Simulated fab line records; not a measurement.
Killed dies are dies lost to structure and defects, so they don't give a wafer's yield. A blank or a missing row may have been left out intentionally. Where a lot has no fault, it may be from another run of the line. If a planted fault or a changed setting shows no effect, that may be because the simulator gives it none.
A struck lot beside a sound one / flow nand harc / 27 out of 1159 route steps
Sound: the wafers L279.1, L279.2, L279.3. Wafers struck: L283.3, L283.4, L283.6. The cause is named last.
For every step that has rows: the tool of each side, followed by ch and its chambers, followed by its first start. Under that, the readings that differ: sound wafers / struck wafers / difference of the means / sigmas: that difference in standard deviations of wafers without a fault.
alike: a reading whose means differ by less than 2 such deviations, as well as words and numbers matching on both sides. not compared: withheld readings; readings where some wafer has no value; bounds like >300 that might hide an equal value; numbers whose values overlap and for which the record gives no deviation.
A row with sigmas, a row that says differs or no value, or rows on one side alone: a step with any of these is where the two part. Numbers that have no deviation but don't overlap get no sigmas and don't part them. Lack of a reading on every wafer of one side parts them only where that side has two or more wafers.

first, 6 steps without rows for these wafers: NHARC_A_ONON_D1_DEP_03 (target thk 1000 nm); NHARC_A_ONON_D1_DEP_06 (target thk 1000 nm); NHARC_A_ONON_D1_DEP_09 (target thk 1000 nm); NHARC_A_ONON_D1_DEP_12 (target thk 1000 nm); NHARC_A_ONON_D1_ANNEAL_15 (time 3600 s); NHARC_A_ONON_D1_DEP_16 (target thk 1000 nm).
NHARC_A_ONON_D1_DEP_19: target thk 1000 nm.
  sound on pecvd onon-03 ch 0, day 7 22:28; struck on pecvd onon-02 ch 0, day 9 03:00
reading=n2 flow sccm (sccm); sound=2759 2749 2755; struck=2733 2737 2735; difference=-19; sigmas=-2
  alike: sih4 flow sccm
then, 19 steps without rows for these wafers: NHARC_A_ONON_D1_DEP_22 (target thk 1000 nm); NHARC_A_ONON_D1_DEP_25 (target thk 1000 nm); NHARC_A_ONON_D1_DEP_28 (target thk 1000 nm); NHARC_A_ONON_D1_DEP_33 (deposits SiO2, target thk 200 nm); NHARC_A_CHANNEL_HOLE_D1_DEP_00 (deposits aC, target thk 3100 nm); NHARC_A_CHANNEL_HOLE_D1_DEP_01 (deposits SiON, target thk 140 nm); NHARC_A_CHANNEL_HOLE_D1_DEHYDRATE_02 (time 120 s); NHARC_A_CHANNEL_HOLE_D1_HMDS_03 (time 30 s); NHARC_A_CHANNEL_HOLE_D1_COAT_36 (time 75 s); NHARC_A_CHANNEL_HOLE_D1_COAT_37 (time 65 s); NHARC_A_CHANNEL_HOLE_D1_COAT_04 (resist thk 90 nm); NHARC_A_CHANNEL_HOLE_D1_SOFTBAKE_05 (time 55 s); NHARC_A_CHANNEL_HOLE_D1_EBR_06; NHARC_A_CHANNEL_HOLE_D1_EXPOSE_07 (exposes mask HOLE D1, target cd 100 nm); NHARC_A_CHANNEL_HOLE_D1_PEB_08 (peb time 65 s); NHARC_A_CHANNEL_HOLE_D1_DEVELOP_09 (develop time 35 s); NHARC_A_CHANNEL_HOLE_D1_DESCUM_15 (chemistry O2, time 3 s); NHARC_A_CHANNEL_HOLE_D1_ETCH_38 (etches the open film in CF4, target depth 39 nm, time 65 s); NHARC_A_CHANNEL_HOLE_D1_ETCH_39 (etches the open film in N2/H2, target depth 260 nm, time 325 s).
-- jump in the record: it breaks off in module A_CHANNEL_HOLE_D1 and resumes in module END (first step shown: number 1159 of the route), and 11 days separate the struck wafers' starts before and after --
NHARC_END_SORT_01:
  here the record holds rows for the struck wafers (prober-02 ch 0, day 20 06:31) but none for the sound ones

== WHERE THEY PART ==
Earliest at NHARC_A_ONON_D1_DEP_19; latest, in this record, at NHARC_END_SORT_01.

WHY: the cause the simulator had injected
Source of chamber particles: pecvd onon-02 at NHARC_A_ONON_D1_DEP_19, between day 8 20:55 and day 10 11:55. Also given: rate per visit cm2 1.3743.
